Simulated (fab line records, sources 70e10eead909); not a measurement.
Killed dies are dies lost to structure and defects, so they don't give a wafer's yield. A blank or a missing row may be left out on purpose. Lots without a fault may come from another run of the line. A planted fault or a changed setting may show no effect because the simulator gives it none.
Which tool did it? | flow nand_harc | 23 lots, 69 wafers sampled, at 6 steps of a route of 1302

WHAT THE GAUGES READ, wafer by wafer
The record holds no reading of a measuring or inspecting step that can be judged against a usual standard deviation.

WHICH TOOL RAN EACH LOT (tool, then ch and the chambers of the sampled wafers, then the start)
lot  | NHARC_A_STAIRCASE_ETCH_292         | NHARC_A_STAIRCASE_STRIP_476        | NHARC_A_STAIRCASE_DEP_151       | NHARC_A_STAIRCASE_CMP_472     | NHARC_A_SGD_CUT_DESCUM_14          | NHARC_A_SLIT_DEP_25
L074 | rie_diel-13 ch 1,2,3, day 16 08:17 | rie_diel-13 ch 0,1, day 16 20:49   | pecvd-04 ch 0,2, day 17 06:21   | cmp-01 ch 0,2,3, day 18 18:21 | rie_diel-09 ch 0,1,3, day 18 19:38 | pecvd-01 ch 1,2, day 19 01:56
L075 | rie_diel-07 ch 0,1,3, day 17 06:14 | rie_diel-01 ch 0,1,3, day 17 16:09 | pecvd-03 ch 1,2, day 18 03:10   | cmp-01 ch 0,2, day 19 11:58   | rie_diel-03 ch 0,3, day 19 13:08   | pecvd-03 ch 0,1,2, day 19 19:49
L076 | rie_diel-07 ch 0,1, day 17 08:20   | rie_diel-07 ch 0,3, day 17 18:22   | pecvd-04 ch 0,2, day 18 03:10   | cmp-04 ch 0,1,2, day 19 12:04 | rie_diel-08 ch 0,1,3, day 19 13:20 | pecvd-01 ch 0,1,2, day 19 19:43
L077 | rie_diel-01 ch 0,1, day 18 02:23   | rie_diel-01 ch 2,3, day 18 12:54   | pecvd-02 ch 0,1,2, day 19 04:28 | cmp-04 ch 0,3, day 20 19:10   | rie_diel-08 ch 0,1,3, day 20 20:30 | pecvd-01 ch 0,1, day 21 02:59
L078 | rie_diel-07 ch 0,3, day 18 04:49   | rie_diel-07 ch 1,2, day 18 14:35   | pecvd-03 ch 0,1,2, day 19 04:40 | cmp-02 ch 1,2,3, day 20 19:07 | rie_diel-03 ch 1,2,3, day 20 20:17 | pecvd-03 ch 0,1,2, day 21 03:14
L079 | rie_diel-01 ch 0,1,2, day 18 12:52 | rie_diel-01 ch 0,1,2, day 18 21:53 | pecvd-02 ch 1,2, day 19 08:59   | cmp-01 ch 0,1,2, day 20 19:27 | rie_diel-09 ch 0,2, day 20 20:49   | pecvd-04 ch 0,1, day 21 03:02
L081 | rie_diel-07 ch 0,2,3, day 19 17:04 | rie_diel-07 ch 1,2,3, day 20 02:58 | pecvd-04 ch 0,1, day 20 14:16   | cmp-02 ch 1,2,3, day 22 01:42 | rie_diel-09 ch 1,3, day 22 02:58   | pecvd-04 ch 1,2, day 22 09:36
L080 | rie_diel-01 ch 0,2,3, day 19 18:33 | rie_diel-13 ch 1,2,3, day 20 04:53 | pecvd-03 ch 0,1, day 20 14:17   | cmp-01 ch 0,2,3, day 22 01:40 | rie_diel-03 ch 0,1, day 22 03:07   | pecvd-04 ch 1,2, day 22 09:47
L082 | rie_diel-13 ch 1,3, day 19 19:08   | rie_diel-13 ch 1,2, day 20 06:37   | pecvd-04 ch 0,2, day 20 17:48   | cmp-02 ch 1,3, day 22 01:52   | rie_diel-08 ch 2,3, day 22 03:16   | pecvd-03 ch 0,1,2, day 22 09:43
L084 | rie_diel-13 ch 0,2,3, day 20 23:15 | rie_diel-13 ch 0,2,3, day 21 08:20 | pecvd-03 ch 0,1,2, day 21 19:16 | cmp-01 ch 0,1,2, day 23 06:13 | rie_diel-03 ch 0,1,2, day 23 07:31 | pecvd-01 ch 0,1,2, day 23 15:49
L083 | rie_diel-13 ch 0,1,3, day 21 00:34 | rie_diel-13 ch 0,1,2, day 21 10:10 | pecvd-02 ch 1, day 21 19:25     | cmp-02 ch 0,2, day 23 05:55   | rie_diel-09 ch 2,3, day 23 07:07   | pecvd-04 ch 0,1, day 23 15:52
L085 | rie_diel-07 ch 1,3, day 21 01:14   | rie_diel-07 ch 0,1,3, day 21 15:41 | pecvd-03 ch 0,2, day 22 02:47   | cmp-02 ch 1,3, day 23 09:58   | rie_diel-09 ch 0,3, day 23 11:16   | pecvd-03 ch 0,2, day 23 15:58
L086 | rie_diel-07 ch 0,1,3, day 22 01:51 | rie_diel-07 ch 2,3, day 22 10:53   | pecvd-02 ch 0,2, day 22 21:52   | cmp-04 ch 1,2, day 24 04:38   | rie_diel-08 ch 1,2,3, day 24 05:57 | pecvd-01 ch 0,1,2, day 24 12:34
L087 | rie_diel-13 ch 0,1,2, day 22 04:01 | rie_diel-07 ch 0,1,3, day 22 15:44 | pecvd-03 ch 0,1,2, day 23 02:43 | cmp-04 ch 1,2,3, day 24 16:04 | rie_diel-09 ch 2,3, day 24 17:22   | pecvd-01 ch 0,1,2, day 24 23:55
L089 | rie_diel-01 ch 1,3, day 22 18:19   | rie_diel-07 ch 1,2,3, day 23 06:17 | pecvd-02 ch 1,2, day 23 18:59   | cmp-04 ch 0,2,3, day 25 08:04 | rie_diel-08 ch 0,1,3, day 25 09:23 | pecvd-04 ch 0,2, day 25 16:00
L088 | rie_diel-07 ch 2,3, day 23 08:43   | rie_diel-13 ch 0,1,3, day 23 17:51 | pecvd-02 ch 0,1,2, day 24 04:44 | cmp-02 ch 0,3, day 25 08:16   | rie_diel-09 ch 1,2,3, day 25 09:36 | pecvd-03 ch 1,2, day 25 16:01
L091 | rie_diel-01 ch 2,3, day 23 10:35   | rie_diel-13 ch 2,3, day 23 21:26   | pecvd-03 ch 0,1,2, day 24 08:24 | cmp-02 ch 0,2, day 25 19:32   | rie_diel-03 ch 0,1,3, day 25 20:53 | pecvd-01 ch 0,1,2, day 26 02:23
L090 | rie_diel-13 ch 0,1,3, day 23 12:31 | rie_diel-07 ch 0,1,2, day 24 00:37 | pecvd-04 ch 0,1,2, day 24 11:38 | cmp-04 ch 0,1,3, day 25 18:20 | rie_diel-09 ch 0,1,3, day 25 19:47 | pecvd-03 ch 0,1,2, day 26 02:24
L092 | rie_diel-07 ch 0,1,3, day 24 00:49 | rie_diel-07 ch 0,1, day 24 12:52   | pecvd-04 ch 0,1,2, day 24 23:44 | cmp-02 ch 0,2, day 26 06:01   | rie_diel-09 ch 2,3, day 26 07:19   | pecvd-03 ch 0,1,2, day 26 14:31
L093 | rie_diel-13 ch 0,1,3, day 24 12:08 | rie_diel-13 ch 0,1,3, day 24 21:50 | pecvd-03 ch 0,1,2, day 25 08:44 | cmp-02 ch 0,1,2, day 26 15:46 | rie_diel-03 ch 0,1, day 26 17:03   | pecvd-01 ch 1,2, day 27 00:07
L094 | rie_diel-13 ch 0,1,3, day 25 03:48 | rie_diel-01 ch 0,1,3, day 25 14:19 | pecvd-03 ch 1,2, day 26 01:25   | cmp-02 ch 1,3, day 27 08:25   | rie_diel-09 ch 0,1, day 27 09:44   | pecvd-03 ch 0,1,2, day 27 16:35
L095 | rie_diel-13 ch 1,2, day 25 18:15   | rie_diel-13 ch 0,2,3, day 26 05:19 | pecvd-04 ch 0,1,2, day 26 16:13 | cmp-02 ch 0,1,2, day 28 06:04 | rie_diel-08 ch 0,1,2, day 28 07:28 | pecvd-01 ch 0,1, day 28 14:19
L097 | rie_diel-13 ch 0,1,3, day 26 13:05 | rie_diel-07 ch 1,2,3, day 27 02:31 | pecvd-02 ch 1,2, day 27 13:33   | cmp-02 ch 0,2,3, day 29 02:10 | rie_diel-08 ch 1,2,3, day 29 03:28 | pecvd-03 ch 0,1, day 29 10:14
- NHARC_A_STAIRCASE_ETCH_292: etches the open film in CF4/CHF3.
- NHARC_A_STAIRCASE_STRIP_476: strips in O2, time 20 s.
- NHARC_A_STAIRCASE_DEP_151: deposits SiO2, target thk 7200 nm.
- NHARC_A_STAIRCASE_CMP_472: polishes SiO2.
- NHARC_A_SGD_CUT_DESCUM_14: chemistry O2, time 3 s.
- NHARC_A_SLIT_DEP_25: deposits SiO2, target thk 200 nm.

WHAT THE TOOLS THEMSELVES READ (means of the sampled wafers that have a number; where no wafer has one, the mark that the record gives instead)
NHARC_A_STAIRCASE_ETCH_292. Usual: chamber_pressure_mTorr 25.001 mTorr, standard deviation 0.022; drypump_motor_current_A 5.7 A, standard deviation 0.46; oes_product_au 0.937 a.u., standard deviation 0.024; rf_vpp_V 370.1 V, standard deviation 1.5; showerhead_plenum_p_Torr 1.56 Torr, standard deviation 0.036; throttle_valve_pct 16.802 %, standard deviation 0.0084.
lot  | tool        | chamber_pressure_mTorr (mTorr) | drypump_motor_current_A (A) | oes_product_au (a.u.) | rf_vpp_V (V) | showerhead_plenum_p_Torr (Torr) | throttle_valve_pct (%) | flag
L074 | rie_diel-13 | 24.999                         | 5.9                         | 0.918                 | 368.7        | 1.54                            | 16.803                 |
L075 | rie_diel-07 | 24.999                         | 5.6                         | 0.934                 | 371.7        | 1.60                            | 16.810                 |
L076 | rie_diel-07 | 24.982                         | 6.0                         | 0.937                 | 372.7        | 1.62                            | 16.806                 |
L077 | rie_diel-01 | 25.010                         | 5.8                         | 0.968                 | 369.2        | 1.53                            | 16.801                 |
L078 | rie_diel-07 | 25.002                         | 5.1                         | 0.936                 | 371.3        | 1.59                            | 16.798                 |
L079 | rie_diel-01 | 25.001                         | 5.4                         | 0.925                 | 369.6        | 1.55                            | 16.802                 |
L081 | rie_diel-07 | 24.988                         | 5.6                         | 0.968                 | 370.0        | 1.57                            | 16.804                 |
L080 | rie_diel-01 | 24.995                         | 5.7                         | 0.940                 | 369.3        | 1.54                            | 16.798                 |
L082 | rie_diel-13 | 25.005                         | 6.0                         | 0.931                 | 369.8        | 1.54                            | 16.808                 |
L084 | rie_diel-13 | 24.974                         | 5.8                         | 0.924                 | 370.0        | 1.55                            | 16.807                 |
L083 | rie_diel-13 | 25.005                         | 5.8                         | 0.919                 | 370.1        | 1.55                            | 16.817                 |
L085 | rie_diel-07 | 25.012                         | 5.8                         | 0.984                 | 371.4        | 1.59                            | 16.802                 |
L086 | rie_diel-07 | 25.017                         | 5.6                         | 0.947                 | 371.8        | 1.59                            | 16.792                 |
L087 | rie_diel-13 | 24.994                         | 5.6                         | 0.931                 | 369.4        | 1.54                            | 16.798                 |
L089 | rie_diel-01 | 25.010                         | 5.3                         | 0.924                 | 369.5        | 1.54                            | 16.806                 |
L088 | rie_diel-07 | 24.980                         | 5.8                         | 0.924                 | 369.5        | 1.54                            | 16.794                 |
L091 | rie_diel-01 | 25.013                         | 5.4                         | 0.968                 | 371.1        | 1.55                            | 16.799                 |
L090 | rie_diel-13 | 25.026                         | 5.8                         | 0.918                 | 369.5        | 1.55                            | 16.802                 |
L092 | rie_diel-07 | 25.001                         | 5.6                         | 0.969                 | 370.2        | 1.59                            | 16.799                 |
L093 | rie_diel-13 | 24.984                         | 5.7                         | 0.920                 | 369.6        | 1.55                            | 16.806                 |
L094 | rie_diel-13 | 25.006                         | 5.7                         | 0.914                 | 369.1        | 1.54                            | 16.799                 |
L095 | rie_diel-13 | 24.998                         | 5.8                         | 0.967                 | 369.6        | 1.52                            | 16.801                 |
L097 | rie_diel-13 | 25.008                         | 5.7                         | 0.916                 | 369.2        | 1.54                            | 16.798                 |

NHARC_A_STAIRCASE_STRIP_476. Usual: chamber_pressure_mTorr 60.00 mTorr, standard deviation 0.055; drypump_motor_current_A 5.7 A, standard deviation 0.47; oes_product_au 1.003 a.u., standard deviation 0.015; rf_vpp_V 57.6 V, standard deviation 0.77; showerhead_plenum_p_Torr 3.50 Torr, standard deviation 0.081; throttle_valve_pct 17.036 %, standard deviation 0.0089.
lot  | tool        | chamber_pressure_mTorr (mTorr) | drypump_motor_current_A (A) | oes_product_au (a.u.) | rf_vpp_V (V) | showerhead_plenum_p_Torr (Torr) | throttle_valve_pct (%) | flag
L074 | rie_diel-13 | 59.95                          | 5.5                         | 1.009                 | 57.1         | 3.53                            | 17.035                 |
L075 | rie_diel-01 | 60.01                          | 5.6                         | 1.006                 | 57.3         | 3.46                            | 17.031                 |
L076 | rie_diel-07 | 59.99                          | 5.2                         | 0.998                 | 58.5         | 3.56                            | 17.035                 |
L077 | rie_diel-01 | 59.99                          | 5.5                         | 1.007                 | 56.8         | 3.49                            | 17.034                 |
L078 | rie_diel-07 | 60.03                          | 6.2                         | 1.007                 | 57.7         | 3.50                            | 17.030                 |
L079 | rie_diel-01 | 60.03                          | 5.4                         | 1.005                 | 57.6         | 3.47                            | 17.024                 |
L081 | rie_diel-07 | 60.01                          | 5.8                         | 1.016                 | 57.6         | 3.51                            | 17.034                 |
L080 | rie_diel-13 | 60.02                          | 5.9                         | 0.996                 | 57.1         | 3.44                            | 17.032                 |
L082 | rie_diel-13 | 59.99                          | 5.8                         | 1.002                 | 57.9         | 3.43                            | 17.041                 |
L084 | rie_diel-13 | 60.01                          | 5.9                         | 0.994                 | 57.3         | 3.48                            | 17.034                 |
L083 | rie_diel-13 | 60.04                          | 5.7                         | 1.000                 | 57.2         | 3.46                            | 17.037                 |
L085 | rie_diel-07 | 60.02                          | 5.6                         | 1.012                 | 59.0         | 3.58                            | 17.033                 |
L086 | rie_diel-07 | 60.06                          | 5.4                         | 0.999                 | 57.2         | 3.47                            | 17.042                 |
L087 | rie_diel-07 | 59.98                          | 5.6                         | 1.004                 | 57.6         | 3.57                            | 17.026                 |
L089 | rie_diel-07 | 59.92                          | 5.8                         | 1.007                 | 57.9         | 3.50                            | 17.035                 |
L088 | rie_diel-13 | 60.01                          | 5.8                         | 0.994                 | 57.5         | 3.47                            | 17.038                 |
L091 | rie_diel-13 | 59.97                          | 6.0                         | 0.989                 | 57.9         | 3.43                            | 17.039                 |
L090 | rie_diel-07 | 59.99                          | 6.0                         | 1.013                 | 57.4         | 3.55                            | 17.039                 |
L092 | rie_diel-07 | 59.99                          | 5.8                         | 1.011                 | 58.4         | 3.62                            | 17.041                 |
L093 | rie_diel-13 | 60.01                          | 5.8                         | 0.986                 | 57.4         | 3.46                            | 17.032                 |
L094 | rie_diel-01 | 59.97                          | 5.6                         | 1.009                 | 57.5         | 3.42                            | 17.039                 |
L095 | rie_diel-13 | 59.96                          | 5.8                         | 0.995                 | 57.3         | 3.46                            | 17.030                 |
L097 | rie_diel-07 | 59.96                          | 5.8                         | 0.997                 | 57.2         | 3.48                            | 17.029                 |

NHARC_A_STAIRCASE_DEP_151. Usual: heater_power_w 696 W, standard deviation 66.
lot  | tool     | heater_power_w (W) | flag
L074 | pecvd-04 | 732                |
L075 | pecvd-03 | 705                |
L076 | pecvd-04 | 743                |
L077 | pecvd-02 | 686                |
L078 | pecvd-03 | 662                |
L079 | pecvd-02 | 642                |
L081 | pecvd-04 | 707                |
L080 | pecvd-03 | 691                |
L082 | pecvd-04 | 702                |
L084 | pecvd-03 | 807                |
L083 | pecvd-02 | 675                |
L085 | pecvd-03 | 755                |
L086 | pecvd-02 | 652                |
L087 | pecvd-03 | 728                |
L089 | pecvd-02 | 639                |
L088 | pecvd-02 | 622                |
L091 | pecvd-03 | 712                |
L090 | pecvd-04 | 791                |
L092 | pecvd-04 | 715                |
L093 | pecvd-03 | 673                |
L094 | pecvd-03 | 693                |
L095 | pecvd-04 | 695                |
L097 | pecvd-02 | 713                |

NHARC_A_STAIRCASE_CMP_472. Usual: motor_current_A 11.7 A, standard deviation 0.96; slurry_flow_ml_min 150.0, standard deviation 0.46.
lot  | tool   | motor_current_A (A) | slurry_flow_ml_min | flag
L074 | cmp-01 | 11.8                | 150.0              |
L075 | cmp-01 | 12.9                | 149.5              |
L076 | cmp-04 | 10.8                | 149.6              |
L077 | cmp-04 | 11.4                | 150.0              |
L078 | cmp-02 | 11.5                | 150.1              |
L079 | cmp-01 | 12.3                | 150.0              |
L081 | cmp-02 | 11.7                | 150.2              |
L080 | cmp-01 | 12.0                | 150.5              |
L082 | cmp-02 | 10.9                | 150.2              |
L084 | cmp-01 | 12.4                | 150.2              |
L083 | cmp-02 | 12.5                | 150.4              |
L085 | cmp-02 | 11.6                | 150.4              |
L086 | cmp-04 | 10.6                | 150.2              |
L087 | cmp-04 | 11.0                | 149.9              |
L089 | cmp-04 | 12.0                | 149.4              |
L088 | cmp-02 | 11.2                | 150.3              |
L091 | cmp-02 | 13.0                | 150.3              |
L090 | cmp-04 | 10.9                | 150.1              |
L092 | cmp-02 | 12.5                | 150.2              |
L093 | cmp-02 | 12.3                | 150.1              |
L094 | cmp-02 | 11.2                | 149.8              |
L095 | cmp-02 | 12.2                | 150.4              |
L097 | cmp-02 | 11.9                | 150.3              |

NHARC_A_SGD_CUT_DESCUM_14. Usual: chamber_pressure_mTorr 59.99 mTorr, standard deviation 0.055; drypump_motor_current_A 5.97 A, standard deviation 0.28; oes_product_au 0.998 a.u., standard deviation 0.014; rf_vpp_V 57.6 V, standard deviation 0.92; showerhead_plenum_p_Torr 1.86 Torr, standard deviation 0.066; throttle_valve_pct 11.311 %, standard deviation 0.0093.
lot  | tool        | chamber_pressure_mTorr (mTorr) | drypump_motor_current_A (A) | oes_product_au (a.u.) | rf_vpp_V (V) | showerhead_plenum_p_Torr (Torr) | throttle_valve_pct (%) | flag
L074 | rie_diel-09 | 60.02                          | 5.89                        | 0.997                 | 57.1         | 1.89                            | 11.316                 |
L075 | rie_diel-03 | 60.01                          | 5.86                        | 0.973                 | 57.5         | 1.84                            | 11.324                 |
L076 | rie_diel-08 | 59.99                          | 5.76                        | 0.996                 | 57.8         | 1.87                            | 11.309                 |
L077 | rie_diel-08 | 59.98                          | 5.76                        | 0.995                 | 57.6         | 1.86                            | 11.311                 |
L078 | rie_diel-03 | 60.02                          | 6.24                        | 0.995                 | 57.9         | 1.88                            | 11.308                 |
L079 | rie_diel-09 | 59.95                          | 5.99                        | 1.009                 | 57.6         | 1.81                            | 11.317                 |
L081 | rie_diel-09 | 59.93                          | 5.80                        | 0.998                 | 57.7         | 1.96                            | 11.310                 |
L080 | rie_diel-03 | 60.03                          | 6.31                        | 1.011                 | 58.6         | 1.90                            | 11.310                 |
L082 | rie_diel-08 | 59.97                          | 5.75                        | 0.991                 | 57.5         | 1.84                            | 11.318                 |
L084 | rie_diel-03 | 59.96                          | 6.14                        | 0.998                 | 56.4         | 1.85                            | 11.310                 |
L083 | rie_diel-09 | 59.99                          | 6.04                        | 0.997                 | 57.2         | 1.85                            | 11.307                 |
L085 | rie_diel-09 | 60.00                          | 5.99                        | 1.018                 | 57.5         | 1.81                            | 11.307                 |
L086 | rie_diel-08 | 59.95                          | 5.85                        | 0.992                 | 57.5         | 1.85                            | 11.309                 |
L087 | rie_diel-09 | 59.99                          | 6.06                        | 1.001                 | 56.9         | 1.85                            | 11.327                 |
L089 | rie_diel-08 | 60.06                          | 5.77                        | 0.988                 | 58.5         | 1.86                            | 11.302                 |
L088 | rie_diel-09 | 60.00                          | 5.92                        | 1.015                 | 58.5         | 1.90                            | 11.309                 |
L091 | rie_diel-03 | 59.93                          | 6.21                        | 1.003                 | 58.7         | 1.89                            | 11.306                 |
L090 | rie_diel-09 | 59.99                          | 5.91                        | 1.006                 | 58.2         | 1.88                            | 11.324                 |
L092 | rie_diel-09 | 59.95                          | 6.05                        | 1.006                 | 57.5         | 1.85                            | 11.313                 |
L093 | rie_diel-03 | 59.99                          | 6.04                        | 0.986                 | 57.5         | 1.85                            | 11.312                 |
L094 | rie_diel-09 | 60.06                          | 5.89                        | 1.011                 | 58.2         | 1.86                            | 11.307                 |
L095 | rie_diel-08 | 59.96                          | 6.00                        | 0.996                 | 57.1         | 1.84                            | 11.319                 |
L097 | rie_diel-08 | 60.04                          | 5.86                        | 0.989                 | 56.9         | 1.85                            | 11.302                 |

NHARC_A_SLIT_DEP_25. Usual: heater_power_w 567 W, standard deviation 77; throttle_valve_pct 16.1 %, standard deviation 0.43.
lot  | tool     | heater_power_w (W) | throttle_valve_pct (%) | flag
L074 | pecvd-01 | 484                | 15.7                   |
L075 | pecvd-03 | 653                | 16.3                   |
L076 | pecvd-01 | 487                | 15.9                   |
L077 | pecvd-01 | 460                | 15.7                   |
L078 | pecvd-03 | 629                | 16.3                   |
L079 | pecvd-04 | 596                | 15.8                   |
L081 | pecvd-04 | 601                | 16.4                   |
L080 | pecvd-04 | 663                | 16.4                   |
L082 | pecvd-03 | 606                | 16.4                   |
L084 | pecvd-01 | 512                | 15.6                   |
L083 | pecvd-04 | 607                | 15.9                   |
L085 | pecvd-03 | 668                | 16.5                   |
L086 | pecvd-01 | 479                | 15.5                   |
L087 | pecvd-01 | 490                | 15.6                   |
L089 | pecvd-04 | 656                | 16.0                   |
L088 | pecvd-03 | 627                | 16.2                   |
L091 | pecvd-01 | 491                | 15.7                   |
L090 | pecvd-03 | 552                | 16.3                   |
L092 | pecvd-03 | 633                | 16.4                   |
L093 | pecvd-01 | 524                | 15.9                   |
L094 | pecvd-03 | 596                | 16.2                   |
L095 | pecvd-01 | 510                | 15.8                   |
L097 | pecvd-03 | 576                | 16.3                   |

THE ANSWER, worked out from the rows above alone
Rule: a lot is off if the mean of its wafers that have a number lies more than 3 standard deviations from the usual mean. A lot without any number at a reading at which 4 lots or more have one is off too. The other lots that the step has rows for count as sound. The gauges are gone through in route order, then the tools' own readings, and for those a lot's mean is taken as printed above. The first step at which some lot is off is used, and at that step the reading that is off furthest; a lot without a number counts as furthest.
No lot is off at any reading shown: from this, nothing can be told.

WHAT THE SIMULATOR HAD PUT IN
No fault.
